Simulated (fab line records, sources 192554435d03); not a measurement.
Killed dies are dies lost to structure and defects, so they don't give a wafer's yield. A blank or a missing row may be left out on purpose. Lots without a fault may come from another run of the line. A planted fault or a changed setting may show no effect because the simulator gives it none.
A sampling plan put to the test | flow n5_finfet | one fab line, 77 faults that these records tell of, each judged on the records of the lots that it struck; 1 more is left out, because the records don't allow judging it
The plan is the line's own looks: the steps of the route at which a gauge or an inspection reads the wafer and doesn't change it. A look can be judged if struck wafers have a number there and the file gives its usual mean and standard deviation on fault-free wafers. Caught: at a look after the fault's first step, the mean of the struck wafers lies 4 or more of those standard deviations (sigma) from the usual mean. On the tool: the same test on the tool's own readings at the fault's steps. Another recipe on the struck wafers, or a record that is blank for them alone, also counts as caught.

THE FAULTS, as the simulator had put them in
1. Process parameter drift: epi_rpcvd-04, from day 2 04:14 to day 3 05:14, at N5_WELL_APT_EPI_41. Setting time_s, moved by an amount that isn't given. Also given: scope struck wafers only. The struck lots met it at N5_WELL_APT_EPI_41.
2. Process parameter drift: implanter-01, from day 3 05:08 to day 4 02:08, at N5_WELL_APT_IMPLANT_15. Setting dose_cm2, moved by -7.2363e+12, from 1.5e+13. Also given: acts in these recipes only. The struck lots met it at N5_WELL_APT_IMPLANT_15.
3. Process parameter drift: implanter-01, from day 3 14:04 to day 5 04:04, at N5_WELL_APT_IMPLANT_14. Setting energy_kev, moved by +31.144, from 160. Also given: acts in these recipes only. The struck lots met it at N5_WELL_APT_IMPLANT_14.
4. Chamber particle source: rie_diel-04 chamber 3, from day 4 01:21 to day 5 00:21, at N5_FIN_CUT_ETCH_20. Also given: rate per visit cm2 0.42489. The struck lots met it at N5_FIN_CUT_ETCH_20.
5. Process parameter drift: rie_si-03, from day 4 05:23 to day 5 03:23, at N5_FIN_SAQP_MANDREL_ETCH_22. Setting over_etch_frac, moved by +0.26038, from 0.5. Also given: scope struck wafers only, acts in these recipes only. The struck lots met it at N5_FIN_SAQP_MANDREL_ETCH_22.
6. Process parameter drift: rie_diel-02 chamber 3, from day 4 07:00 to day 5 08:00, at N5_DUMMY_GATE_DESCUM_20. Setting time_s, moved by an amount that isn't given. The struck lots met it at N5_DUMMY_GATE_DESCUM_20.
7. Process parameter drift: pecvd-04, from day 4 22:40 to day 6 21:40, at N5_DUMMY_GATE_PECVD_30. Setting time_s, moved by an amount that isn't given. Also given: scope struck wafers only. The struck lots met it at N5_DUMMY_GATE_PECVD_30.
8. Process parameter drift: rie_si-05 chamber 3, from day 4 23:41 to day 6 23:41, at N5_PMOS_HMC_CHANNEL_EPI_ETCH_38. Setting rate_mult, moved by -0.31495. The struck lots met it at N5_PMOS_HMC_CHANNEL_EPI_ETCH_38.
9. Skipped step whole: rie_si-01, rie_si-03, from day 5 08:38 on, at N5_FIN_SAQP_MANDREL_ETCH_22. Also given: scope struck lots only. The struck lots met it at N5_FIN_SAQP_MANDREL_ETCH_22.
10. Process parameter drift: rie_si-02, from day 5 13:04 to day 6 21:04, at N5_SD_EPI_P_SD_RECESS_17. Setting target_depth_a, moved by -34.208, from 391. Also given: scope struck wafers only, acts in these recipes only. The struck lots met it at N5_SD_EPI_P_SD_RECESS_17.
11. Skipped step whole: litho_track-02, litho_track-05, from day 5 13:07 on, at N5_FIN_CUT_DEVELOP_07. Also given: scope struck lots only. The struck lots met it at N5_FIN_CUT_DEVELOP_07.
12. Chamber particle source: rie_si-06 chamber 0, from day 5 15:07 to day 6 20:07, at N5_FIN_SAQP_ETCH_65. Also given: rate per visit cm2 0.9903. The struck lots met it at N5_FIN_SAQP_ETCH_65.
13. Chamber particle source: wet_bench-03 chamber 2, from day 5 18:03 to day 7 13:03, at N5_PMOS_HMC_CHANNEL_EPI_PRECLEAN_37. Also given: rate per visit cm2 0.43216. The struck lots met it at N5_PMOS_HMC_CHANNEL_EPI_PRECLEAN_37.
14. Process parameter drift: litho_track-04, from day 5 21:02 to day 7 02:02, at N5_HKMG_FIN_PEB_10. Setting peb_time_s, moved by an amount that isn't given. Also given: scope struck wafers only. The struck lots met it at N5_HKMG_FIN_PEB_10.
15. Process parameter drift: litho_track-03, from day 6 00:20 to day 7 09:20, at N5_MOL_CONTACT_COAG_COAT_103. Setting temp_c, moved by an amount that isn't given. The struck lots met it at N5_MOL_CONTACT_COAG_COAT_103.
16. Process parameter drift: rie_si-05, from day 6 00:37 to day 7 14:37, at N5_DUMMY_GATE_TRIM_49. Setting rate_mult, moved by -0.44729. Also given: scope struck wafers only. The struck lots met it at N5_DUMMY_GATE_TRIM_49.
17. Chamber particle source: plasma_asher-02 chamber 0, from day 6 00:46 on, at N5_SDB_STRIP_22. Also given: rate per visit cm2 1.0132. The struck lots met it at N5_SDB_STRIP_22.
18. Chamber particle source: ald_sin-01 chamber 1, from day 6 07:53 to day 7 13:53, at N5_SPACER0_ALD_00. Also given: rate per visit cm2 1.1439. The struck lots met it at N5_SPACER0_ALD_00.
19. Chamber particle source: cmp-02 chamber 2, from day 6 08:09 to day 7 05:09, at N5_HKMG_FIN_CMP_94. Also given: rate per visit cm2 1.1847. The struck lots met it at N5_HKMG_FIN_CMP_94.
20. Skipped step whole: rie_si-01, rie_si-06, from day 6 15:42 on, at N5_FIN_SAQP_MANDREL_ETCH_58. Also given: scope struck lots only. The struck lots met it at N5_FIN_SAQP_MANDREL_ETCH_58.
21. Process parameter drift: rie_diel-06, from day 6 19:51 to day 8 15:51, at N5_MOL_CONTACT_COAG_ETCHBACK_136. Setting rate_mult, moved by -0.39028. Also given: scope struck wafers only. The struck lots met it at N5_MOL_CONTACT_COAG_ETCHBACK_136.
22. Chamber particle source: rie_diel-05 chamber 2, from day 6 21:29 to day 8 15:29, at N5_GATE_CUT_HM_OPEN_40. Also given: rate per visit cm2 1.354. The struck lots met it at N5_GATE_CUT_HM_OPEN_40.
23. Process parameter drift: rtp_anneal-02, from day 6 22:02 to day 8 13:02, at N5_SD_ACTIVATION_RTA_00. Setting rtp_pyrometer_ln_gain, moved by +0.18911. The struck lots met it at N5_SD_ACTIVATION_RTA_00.
24. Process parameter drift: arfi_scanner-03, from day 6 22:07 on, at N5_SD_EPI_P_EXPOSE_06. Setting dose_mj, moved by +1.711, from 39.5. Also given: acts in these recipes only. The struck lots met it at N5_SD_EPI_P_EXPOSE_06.
25. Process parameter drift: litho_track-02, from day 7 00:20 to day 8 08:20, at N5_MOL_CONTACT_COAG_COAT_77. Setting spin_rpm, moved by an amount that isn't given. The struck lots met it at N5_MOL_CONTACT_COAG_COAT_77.
26. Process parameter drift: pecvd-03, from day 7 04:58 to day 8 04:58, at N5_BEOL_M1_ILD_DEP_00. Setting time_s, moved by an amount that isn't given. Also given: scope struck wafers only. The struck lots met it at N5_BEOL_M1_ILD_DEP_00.
27. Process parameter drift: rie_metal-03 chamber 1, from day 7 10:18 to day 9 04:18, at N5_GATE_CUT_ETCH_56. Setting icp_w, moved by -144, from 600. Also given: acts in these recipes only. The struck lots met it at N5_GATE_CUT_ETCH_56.
28. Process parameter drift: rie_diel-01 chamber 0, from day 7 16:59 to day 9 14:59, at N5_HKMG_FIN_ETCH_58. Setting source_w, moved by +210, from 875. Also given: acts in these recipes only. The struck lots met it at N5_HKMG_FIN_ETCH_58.
29. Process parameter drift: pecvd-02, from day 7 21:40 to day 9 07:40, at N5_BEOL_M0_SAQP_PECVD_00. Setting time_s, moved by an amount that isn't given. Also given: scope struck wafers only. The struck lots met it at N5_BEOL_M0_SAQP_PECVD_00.
30. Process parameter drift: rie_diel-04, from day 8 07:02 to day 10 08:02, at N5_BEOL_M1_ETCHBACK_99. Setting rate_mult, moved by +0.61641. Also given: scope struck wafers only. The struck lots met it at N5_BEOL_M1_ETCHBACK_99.
31. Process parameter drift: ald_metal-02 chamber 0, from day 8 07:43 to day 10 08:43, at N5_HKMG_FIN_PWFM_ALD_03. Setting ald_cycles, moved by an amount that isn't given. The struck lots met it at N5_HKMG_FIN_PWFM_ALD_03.
32. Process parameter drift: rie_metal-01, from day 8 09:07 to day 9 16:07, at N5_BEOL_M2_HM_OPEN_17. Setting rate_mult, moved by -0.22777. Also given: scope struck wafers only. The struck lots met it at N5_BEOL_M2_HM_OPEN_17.
33. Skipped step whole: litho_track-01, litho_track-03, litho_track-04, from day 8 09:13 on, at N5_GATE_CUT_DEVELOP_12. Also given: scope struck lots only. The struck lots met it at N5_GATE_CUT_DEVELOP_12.
34. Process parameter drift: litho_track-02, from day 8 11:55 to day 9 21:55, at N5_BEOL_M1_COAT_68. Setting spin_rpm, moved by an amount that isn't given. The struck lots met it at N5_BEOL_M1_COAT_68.
35. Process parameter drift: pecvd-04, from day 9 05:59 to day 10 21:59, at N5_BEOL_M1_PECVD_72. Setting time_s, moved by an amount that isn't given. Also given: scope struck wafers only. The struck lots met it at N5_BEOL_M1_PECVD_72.
36. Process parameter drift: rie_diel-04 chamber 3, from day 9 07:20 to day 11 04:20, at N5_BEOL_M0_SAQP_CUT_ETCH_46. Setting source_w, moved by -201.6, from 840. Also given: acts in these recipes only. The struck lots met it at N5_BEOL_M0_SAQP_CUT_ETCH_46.
37. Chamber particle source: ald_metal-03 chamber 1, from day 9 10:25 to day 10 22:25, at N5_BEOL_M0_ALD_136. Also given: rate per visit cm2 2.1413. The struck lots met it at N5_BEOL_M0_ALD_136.
38. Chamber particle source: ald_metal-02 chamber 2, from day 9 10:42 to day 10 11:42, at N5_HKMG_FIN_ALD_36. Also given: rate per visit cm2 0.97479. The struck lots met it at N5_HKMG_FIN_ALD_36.
39. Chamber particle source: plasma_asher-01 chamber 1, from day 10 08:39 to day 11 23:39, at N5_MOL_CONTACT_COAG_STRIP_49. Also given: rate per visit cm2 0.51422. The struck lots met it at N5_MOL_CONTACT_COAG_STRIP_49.
40. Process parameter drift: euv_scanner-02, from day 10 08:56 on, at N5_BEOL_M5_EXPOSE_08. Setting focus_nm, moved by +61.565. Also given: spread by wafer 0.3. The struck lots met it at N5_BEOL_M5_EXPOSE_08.
41. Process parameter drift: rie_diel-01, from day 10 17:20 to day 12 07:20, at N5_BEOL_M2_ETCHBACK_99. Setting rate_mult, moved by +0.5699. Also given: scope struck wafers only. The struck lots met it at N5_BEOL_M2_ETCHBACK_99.
42. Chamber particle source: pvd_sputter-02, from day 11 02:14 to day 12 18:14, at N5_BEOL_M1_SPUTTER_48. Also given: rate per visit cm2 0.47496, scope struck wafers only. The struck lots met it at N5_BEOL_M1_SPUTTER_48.
43. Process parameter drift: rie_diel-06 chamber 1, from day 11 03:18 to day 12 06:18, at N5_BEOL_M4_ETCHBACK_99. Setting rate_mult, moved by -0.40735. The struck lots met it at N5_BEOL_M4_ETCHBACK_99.
44. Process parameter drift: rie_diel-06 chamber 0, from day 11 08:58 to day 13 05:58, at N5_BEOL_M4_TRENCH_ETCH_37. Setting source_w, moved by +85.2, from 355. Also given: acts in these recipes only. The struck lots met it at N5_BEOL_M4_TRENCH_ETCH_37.
45. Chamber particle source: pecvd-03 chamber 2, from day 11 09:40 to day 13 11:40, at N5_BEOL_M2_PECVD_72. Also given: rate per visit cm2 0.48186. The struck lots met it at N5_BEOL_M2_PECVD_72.
46. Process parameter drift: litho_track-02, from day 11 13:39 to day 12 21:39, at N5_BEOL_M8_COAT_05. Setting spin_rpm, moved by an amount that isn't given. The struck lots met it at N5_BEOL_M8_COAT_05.
47. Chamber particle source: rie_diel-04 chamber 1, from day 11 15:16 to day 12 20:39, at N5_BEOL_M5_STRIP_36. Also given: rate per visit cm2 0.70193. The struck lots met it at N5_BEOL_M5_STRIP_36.
48. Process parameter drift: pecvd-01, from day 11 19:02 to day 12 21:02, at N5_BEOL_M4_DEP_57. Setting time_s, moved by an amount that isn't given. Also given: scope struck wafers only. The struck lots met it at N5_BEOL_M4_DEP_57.
49. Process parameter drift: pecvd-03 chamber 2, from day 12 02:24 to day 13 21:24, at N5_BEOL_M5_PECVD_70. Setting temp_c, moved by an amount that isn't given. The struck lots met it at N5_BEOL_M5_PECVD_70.
50. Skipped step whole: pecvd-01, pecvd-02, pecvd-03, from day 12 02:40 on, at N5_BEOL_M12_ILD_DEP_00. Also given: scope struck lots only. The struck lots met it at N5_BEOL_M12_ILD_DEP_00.
51. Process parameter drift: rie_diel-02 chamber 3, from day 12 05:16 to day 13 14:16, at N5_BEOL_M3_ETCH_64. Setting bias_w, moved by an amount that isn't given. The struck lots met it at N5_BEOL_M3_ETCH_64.
52. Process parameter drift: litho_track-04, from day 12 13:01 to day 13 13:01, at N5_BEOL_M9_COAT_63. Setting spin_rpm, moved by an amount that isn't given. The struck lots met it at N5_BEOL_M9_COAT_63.
53. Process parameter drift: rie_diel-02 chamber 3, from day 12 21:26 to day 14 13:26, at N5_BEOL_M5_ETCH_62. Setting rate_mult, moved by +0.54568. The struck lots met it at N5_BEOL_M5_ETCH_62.
54. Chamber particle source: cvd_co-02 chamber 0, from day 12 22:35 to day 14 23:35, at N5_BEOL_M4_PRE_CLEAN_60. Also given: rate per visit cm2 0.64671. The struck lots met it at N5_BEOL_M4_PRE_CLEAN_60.
55. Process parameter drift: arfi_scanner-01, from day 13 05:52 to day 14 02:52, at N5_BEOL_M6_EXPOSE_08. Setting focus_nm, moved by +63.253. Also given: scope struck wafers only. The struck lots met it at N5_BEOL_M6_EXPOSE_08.
56. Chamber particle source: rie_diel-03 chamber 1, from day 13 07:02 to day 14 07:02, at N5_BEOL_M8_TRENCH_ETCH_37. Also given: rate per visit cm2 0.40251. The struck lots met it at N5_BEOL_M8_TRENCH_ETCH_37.
57. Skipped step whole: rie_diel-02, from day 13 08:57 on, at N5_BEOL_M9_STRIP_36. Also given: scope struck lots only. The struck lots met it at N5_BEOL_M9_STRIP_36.
58. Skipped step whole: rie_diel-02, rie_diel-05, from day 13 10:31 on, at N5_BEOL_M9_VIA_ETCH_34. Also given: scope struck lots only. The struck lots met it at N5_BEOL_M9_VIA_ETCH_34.
59. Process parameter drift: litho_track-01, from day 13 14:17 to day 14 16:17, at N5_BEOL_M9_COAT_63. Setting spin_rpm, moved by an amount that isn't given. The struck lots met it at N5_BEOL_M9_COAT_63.
60. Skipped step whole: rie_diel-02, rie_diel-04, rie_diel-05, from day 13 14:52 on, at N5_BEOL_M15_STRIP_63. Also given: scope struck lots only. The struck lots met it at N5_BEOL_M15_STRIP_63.
61. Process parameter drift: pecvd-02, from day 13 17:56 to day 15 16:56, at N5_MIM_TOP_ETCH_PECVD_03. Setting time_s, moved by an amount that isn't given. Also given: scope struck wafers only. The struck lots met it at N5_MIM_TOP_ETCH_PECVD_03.
62. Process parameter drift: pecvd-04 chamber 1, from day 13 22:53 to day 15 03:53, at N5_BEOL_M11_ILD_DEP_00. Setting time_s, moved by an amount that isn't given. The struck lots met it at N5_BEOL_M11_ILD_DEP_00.
63. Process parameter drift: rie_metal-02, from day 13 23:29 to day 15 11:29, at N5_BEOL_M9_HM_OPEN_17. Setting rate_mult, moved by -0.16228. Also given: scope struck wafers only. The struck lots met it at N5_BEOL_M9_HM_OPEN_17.
64. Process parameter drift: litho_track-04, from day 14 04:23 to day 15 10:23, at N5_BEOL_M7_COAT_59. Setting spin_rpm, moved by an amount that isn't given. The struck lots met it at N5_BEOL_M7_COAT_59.
65. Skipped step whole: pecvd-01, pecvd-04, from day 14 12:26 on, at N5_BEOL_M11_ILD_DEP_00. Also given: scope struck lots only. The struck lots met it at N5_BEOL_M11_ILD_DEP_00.
66. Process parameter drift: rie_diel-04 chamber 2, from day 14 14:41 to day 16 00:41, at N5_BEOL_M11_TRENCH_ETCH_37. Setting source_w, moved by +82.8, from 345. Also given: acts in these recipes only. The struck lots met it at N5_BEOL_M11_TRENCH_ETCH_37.
67. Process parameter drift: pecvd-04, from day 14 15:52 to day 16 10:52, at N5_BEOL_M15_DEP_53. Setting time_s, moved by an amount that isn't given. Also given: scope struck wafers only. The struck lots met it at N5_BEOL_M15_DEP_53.
68. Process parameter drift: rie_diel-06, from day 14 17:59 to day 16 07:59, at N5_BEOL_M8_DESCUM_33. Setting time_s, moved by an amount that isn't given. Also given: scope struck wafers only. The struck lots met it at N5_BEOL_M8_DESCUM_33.
69. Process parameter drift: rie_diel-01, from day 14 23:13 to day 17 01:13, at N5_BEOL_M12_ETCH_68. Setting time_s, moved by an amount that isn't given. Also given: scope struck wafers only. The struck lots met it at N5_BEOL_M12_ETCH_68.
70. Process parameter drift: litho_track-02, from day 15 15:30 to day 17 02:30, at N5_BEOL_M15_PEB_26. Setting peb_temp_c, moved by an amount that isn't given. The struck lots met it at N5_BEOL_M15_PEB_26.
71. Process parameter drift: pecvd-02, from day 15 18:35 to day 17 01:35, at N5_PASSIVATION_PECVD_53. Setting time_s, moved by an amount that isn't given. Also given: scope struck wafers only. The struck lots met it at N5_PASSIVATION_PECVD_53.
72. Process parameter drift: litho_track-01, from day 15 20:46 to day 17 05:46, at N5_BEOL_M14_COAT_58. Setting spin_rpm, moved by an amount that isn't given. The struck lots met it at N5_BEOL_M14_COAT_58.
73. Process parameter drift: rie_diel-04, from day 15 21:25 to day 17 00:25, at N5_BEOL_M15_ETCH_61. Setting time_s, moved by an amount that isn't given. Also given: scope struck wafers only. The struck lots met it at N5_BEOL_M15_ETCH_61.
74. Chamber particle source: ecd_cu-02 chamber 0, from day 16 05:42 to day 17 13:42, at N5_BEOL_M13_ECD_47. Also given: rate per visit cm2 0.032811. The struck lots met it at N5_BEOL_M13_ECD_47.
75. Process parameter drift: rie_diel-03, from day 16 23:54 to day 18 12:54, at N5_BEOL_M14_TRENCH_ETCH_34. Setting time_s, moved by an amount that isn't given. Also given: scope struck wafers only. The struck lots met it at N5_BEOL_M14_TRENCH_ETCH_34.
76. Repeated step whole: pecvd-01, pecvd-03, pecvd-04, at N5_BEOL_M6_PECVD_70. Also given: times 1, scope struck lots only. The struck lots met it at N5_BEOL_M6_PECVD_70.
77. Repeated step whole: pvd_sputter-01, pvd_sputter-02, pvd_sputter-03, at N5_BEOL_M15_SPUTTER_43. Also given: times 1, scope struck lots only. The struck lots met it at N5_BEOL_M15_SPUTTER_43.

WHAT THE PLAN SAW
fault | on the tool itself                               | first look that catches it                      | reading, sigma                                               | median hours from its first step to that look | hours from the fault's start to the first struck lot there | judged looks passed uncaught
1     | run_length_s +17 sigma                           | N5_BEOL_M4_RC_MEAS_101                          | CJ_N -17                                                     | 170.6                                         | 183                                                        | 0
2     | dose_ions_cm2 -99 or beyond sigma                | N5_BEOL_M4_RC_MEAS_101                          | CJ_P -7.8                                                    | 172.3                                         | 172                                                        | 0
3     | beam_energy_keV +99 or beyond sigma              | N5_BEOL_M4_RC_MEAS_101                          | RS_NWELL -13                                                 | 177.8                                         | 163                                                        | 3
4     | under 2 sigma                                    | N5_FIN_CUT_INSPECT_17                           | raw_defect_count +4.1                                        | 0.9                                           | 22                                                         | 0
5     | only faintly: oes_product_au -2.8 sigma          | not the one look that can be judged after it    | -                                                            | -                                             | -                                                          | 1
6     | under 2 sigma                                    | not the one look that can be judged after it    | -                                                            | -                                             | -                                                          | 1
7     | no reading that can be judged                    | not the one look that can be judged after it    | -                                                            | -                                             | -                                                          | 1
8     | oes_product_au -9.8 sigma                        | not the one look that can be judged after it    | -                                                            | -                                             | -                                                          | 1
9     | the tool's record is blank for the struck wafers | no look after it can be judged                  | -                                                            | -                                             | -                                                          | 0
10    | under 2 sigma                                    | not the one look that can be judged after it    | strongest: CJ_P at N5_BEOL_M4_RC_MEAS_101, -3.7              | -                                             | -                                                          | 1
11    | no reading that can be judged                    | no look after it can be judged                  | -                                                            | -                                             | -                                                          | 0
12    | under 2 sigma                                    | N5_FIN_SAQP_INSPECT_40                          | raw_defect_count +7.9                                        | 2.3                                           | 6                                                          | 0
13    | no reading that can be judged                    | N5_PMOS_HMC_CHANNEL_EPI_INSPECT_30              | raw_defect_count +49                                         | 0.4                                           | 14                                                         | 0
14    | no reading that can be judged                    | N5_HKMG_FIN_CD_MEAS_12                          | cd_nm +7.1                                                   | 0.1                                           | 10                                                         | 0
15    | plate_temp_C -68 sigma                           | not the one look that can be judged after it    | -                                                            | -                                             | -                                                          | 1
16    | oes_product_au -17 sigma                         | N5_DUMMY_GATE_CD_MEAS_50                        | cd_nm +11                                                    | 0.1                                           | 5                                                          | 0
17    | under 2 sigma                                    | no look after it can be judged                  | -                                                            | -                                             | -                                                          | 0
18    | under 2 sigma                                    | N5_SPACER0_INSPECT_04                           | raw_defect_count +19                                         | 0.4                                           | 1                                                          | 0
19    | under 2 sigma                                    | N5_HKMG_FIN_INSPECT_28                          | raw_defect_count +42                                         | 0.2                                           | 4                                                          | 0
20    | the tool's record is blank for the struck wafers | no look after it can be judged                  | -                                                            | -                                             | -                                                          | 0
21    | only faintly: oes_product_au -2.5 sigma          | no look after it can be judged                  | -                                                            | -                                             | -                                                          | 0
22    | under 2 sigma                                    | no look after it can be judged                  | -                                                            | -                                             | -                                                          | 0
23    | lamp_zone_1_pct -16 sigma                        | N5_BEOL_M4_RC_MEAS_101                          | REXT_N +7.5                                                  | 125.5                                         | 116                                                        | 0
24    | exposure_dose_mJ_cm2 +31 sigma                   | N5_SD_EPI_P_CD_MEAS_09                          | cd_nm +4.3                                                   | 0.1                                           | 1                                                          | 0
25    | spin_speed_rpm -99 or beyond sigma               | not the one look that can be judged after it    | -                                                            | -                                             | -                                                          | 1
26    | under 2 sigma                                    | none of the 2 looks that can be judged after it | strongest: M1_ILD_THK at N5_BEOL_M1_THK_MEAS_01, -3.6        | -                                             | -                                                          | 2
27    | rf_fwd_power_W -76 sigma                         | not the one look that can be judged after it    | strongest: SS_N at N5_BEOL_M4_RC_MEAS_101, +2.5              | -                                             | -                                                          | 1
28    | rf_fwd_power_W +77 sigma                         | not the one look that can be judged after it    | -                                                            | -                                             | -                                                          | 1
29    | under 2 sigma                                    | not the one look that can be judged after it    | -                                                            | -                                             | -                                                          | 1
30    | only faintly: oes_product_au +2.8 sigma          | not the one look that can be judged after it    | -                                                            | -                                             | -                                                          | 1
31    | under 2 sigma                                    | N5_BEOL_M4_RC_MEAS_101                          | IOFF_P_LIN +4.3                                              | 111.0                                         | 115                                                        | 0
32    | under 2 sigma                                    | not the one look that can be judged after it    | -                                                            | -                                             | -                                                          | 1
33    | no reading that can be judged                    | no look after it can be judged                  | -                                                            | -                                             | -                                                          | 0
34    | spin_speed_rpm +99 or beyond sigma               | not the one look that can be judged after it    | -                                                            | -                                             | -                                                          | 1
35    | under 2 sigma                                    | not the one look that can be judged after it    | -                                                            | -                                             | -                                                          | 1
36    | rf_fwd_power_W -78 sigma                         | not the one look that can be judged after it    | strongest: DIBL_N at N5_BEOL_M4_RC_MEAS_101, -2.1            | -                                             | -                                                          | 1
37    | under 2 sigma                                    | none of the 2 looks that can be judged after it | -                                                            | -                                             | -                                                          | 2
38    | under 2 sigma                                    | not the one look that can be judged after it    | strongest: DIBL_N at N5_BEOL_M4_RC_MEAS_101, -2.1            | -                                             | -                                                          | 1
39    | under 2 sigma                                    | none of the 3 looks that can be judged after it | -                                                            | -                                             | -                                                          | 3
40    | exposure_dose_mJ_cm2 +6.1 sigma                  | no look after it can be judged                  | -                                                            | -                                             | -                                                          | 0
41    | only faintly: oes_product_au +2.0 sigma          | not the one look that can be judged after it    | -                                                            | -                                             | -                                                          | 1
42    | under 2 sigma                                    | no look after it can be judged                  | -                                                            | -                                             | -                                                          | 0
43    | only faintly: throttle_valve_pct -2.2 sigma      | not the one look that can be judged after it    | -                                                            | -                                             | -                                                          | 1
44    | rf_fwd_power_W +60 sigma                         | N5_BEOL_M4_OCD_MEAS_38                          | trench_depth_nm +4.0                                         | 0.2                                           | 2                                                          | 0
45    | under 2 sigma                                    | no look after it can be judged                  | -                                                            | -                                             | -                                                          | 0
46    | spin_speed_rpm +99 or beyond sigma               | none of the 3 looks that can be judged after it | -                                                            | -                                             | -                                                          | 3
47    | only faintly: chamber_pressure_mTorr -2.0 sigma  | no look after it can be judged                  | -                                                            | -                                             | -                                                          | 0
48    | under 2 sigma                                    | none of the 2 looks that can be judged after it | -                                                            | -                                             | -                                                          | 2
49    | susceptor_temp_C +99 or beyond sigma             | no look after it can be judged                  | -                                                            | -                                             | -                                                          | 0
50    | the tool's record is blank for the struck wafers | none of the 2 looks that can be judged after it | -                                                            | -                                             | -                                                          | 2
51    | bias_w -41 sigma                                 | not the one look that can be judged after it    | -                                                            | -                                             | -                                                          | 1
52    | spin_speed_rpm +83 sigma                         | no look after it can be judged                  | -                                                            | -                                             | -                                                          | 0
53    | under 2 sigma                                    | N5_BEOL_M5_CD_MEAS_18                           | cd_nm +4.1                                                   | 0.4                                           | 6                                                          | 0
54    | under 2 sigma                                    | N5_BEOL_M4_INSPECT_59                           | raw_defect_count +18                                         | 0.2                                           | 1                                                          | 0
55    | no reading that can be judged                    | none of the 3 looks that can be judged after it | -                                                            | -                                             | -                                                          | 3
56    | under 2 sigma                                    | not the one look that can be judged after it    | strongest: MIM_TOP_OVL at N5_MIM_TOP_LITHO_OVL_MEAS_11, -2.3 | -                                             | -                                                          | 1
57    | the tool's record is blank for the struck wafers | no look after it can be judged                  | -                                                            | -                                             | -                                                          | 0
58    | the tool's record is blank for the struck wafers | not the one look that can be judged after it    | -                                                            | -                                             | -                                                          | 1
59    | spin_speed_rpm -99 or beyond sigma               | no look after it can be judged                  | -                                                            | -                                             | -                                                          | 0
60    | no reading that can be judged                    | no look after it can be judged                  | -                                                            | -                                             | -                                                          | 0
61    | under 2 sigma                                    | no look after it can be judged                  | -                                                            | -                                             | -                                                          | 0
62    | run_length_s -54 sigma                           | N5_BEOL_M11_THK_MEAS_01                         | M11_ILD_THK -38                                              | 0.9                                           | 10                                                         | 0
63    | under 2 sigma                                    | no look after it can be judged                  | -                                                            | -                                             | -                                                          | 0
64    | spin_speed_rpm -81 sigma                         | no look after it can be judged                  | -                                                            | -                                             | -                                                          | 0
65    | the tool's record is blank for the struck wafers | no look after it can be judged                  | -                                                            | -                                             | -                                                          | 0
66    | rf_fwd_power_W +49 sigma                         | N5_BEOL_M11_OCD_MEAS_38                         | trench_depth_nm +4.6                                         | 0.2                                           | 8                                                          | 0
67    | under 2 sigma                                    | not the one look that can be judged after it    | -                                                            | -                                             | -                                                          | 1
68    | under 2 sigma                                    | no look after it can be judged                  | -                                                            | -                                             | -                                                          | 0
69    | run_length_s -99 or beyond sigma                 | no look after it can be judged                  | -                                                            | -                                             | -                                                          | 0
70    | plate_temp_C -37 sigma                           | N5_BEOL_M15_CD_MEAS_28                          | cd_nm -15                                                    | 0.1                                           | 3                                                          | 0
71    | run_length_s -60 sigma                           | no look after it can be judged                  | -                                                            | -                                             | -                                                          | 0
72    | spin_speed_rpm +99 or beyond sigma               | no look after it can be judged                  | -                                                            | -                                             | -                                                          | 0
73    | run_length_s -19 sigma                           | no look after it can be judged                  | -                                                            | -                                             | -                                                          | 0
74    | no reading that can be judged                    | no look after it can be judged                  | -                                                            | -                                             | -                                                          | 0
75    | under 2 sigma                                    | N5_BEOL_M14_OCD_MEAS_35                         | trench_depth_nm -7.3                                         | 0.2                                           | 3                                                          | 0
76    | under 2 sigma                                    | no look after it can be judged                  | -                                                            | -                                             | -                                                          | 0
77    | under 2 sigma                                    | no look after it can be judged                  | -                                                            | -                                             | -                                                          | 0
A dash: the fault isn't caught, or these records don't give the number.

Caught at a look: 20 of 77. Caught on the tool: 34 of 77. By one or the other: 44 of 77.
Caught on the tool alone: faults 8, 9, 15, 20, 25, 27, 28, 34, 36, 40, 46, 49, 50, 51, 52, 57, 58, 59, 64, 65, 69, 71, 72, 73.
Caught at a look alone: faults 4, 12, 13, 14, 18, 19, 31, 53, 54, 75.
Caught by neither: faults 5, 6, 7, 10, 11, 17, 21, 22, 26, 29, 30, 32, 33, 35, 37, 38, 39, 41, 42, 43, 45, 47, 48, 55, 56, 60, 61, 63, 67, 68, 74, 76, 77.

THINNER SAMPLING
If the look that catches a fault measured only every second or every third lot, by lot number, the first struck lot would be measured this late in the worst case:
fault | struck lots at that look, in order of time | every lot | every second lot | every third lot
1     | L304                                       | 183 h     | may miss it      | may miss it
2     | L960, L958                                 | 172 h     | may miss all 2   | may miss all 2
3     | L640, L641, L642                           | 163 h     | 190 h            | 198 h
4     | L100                                       | 22 h      | may miss it      | may miss it
12    | L796, L800                                 | 6 h       | may miss all 2   | may miss all 2
13    | L620                                       | 14 h      | may miss it      | may miss it
14    | L893, L894                                 | 10 h      | 17 h             | may miss all 2
16    | L478, L482                                 | 5 h       | may miss all 2   | may miss all 2
18    | L911                                       | 1 h       | may miss it      | may miss it
19    | L674, L675                                 | 4 h       | 11 h             | may miss all 2
23    | L508, L509                                 | 116 h     | 144 h            | may miss all 2
24    | L627, L628                                 | 1 h       | 9 h              | may miss all 2
31    | L786, L785                                 | 115 h     | 118 h            | may miss all 2
44    | L944, L947                                 | 2 h       | 7 h              | may miss all 2
53    | L396                                       | 6 h       | may miss it      | may miss it
54    | L691, L692                                 | 1 h       | 7 h              | may miss all 2
62    | L463, L464                                 | 10 h      | 18 h             | may miss all 2
66    | L906, L910                                 | 8 h       | may miss all 2   | may miss all 2
70    | L671, L672                                 | 3 h       | 4 h              | may miss all 2
75    | L701, L702                                 | 3 h       | 24 h             | may miss all 2
Hours are from the fault's start to the first struck lot that is measured. The limit of 4 sigma was tested on all struck wafers together, so one lot alone may lie under it. Other struck lots may not be in these records.

THE LONGEST TIMED WAY FROM STEP TO LOOK
Fault 3: a median of 177.8 hours passes between N5_WELL_APT_IMPLANT_14 and N5_BEOL_M4_RC_MEAS_101. The looks between them that can be judged stayed within 4 sigma: N5_WELL_APT_INSPECT_38, N5_PMOS_HMC_CHANNEL_EPI_CD_MEAS_09, N5_PMOS_HMC_CHANNEL_EPI_INSPECT_11.
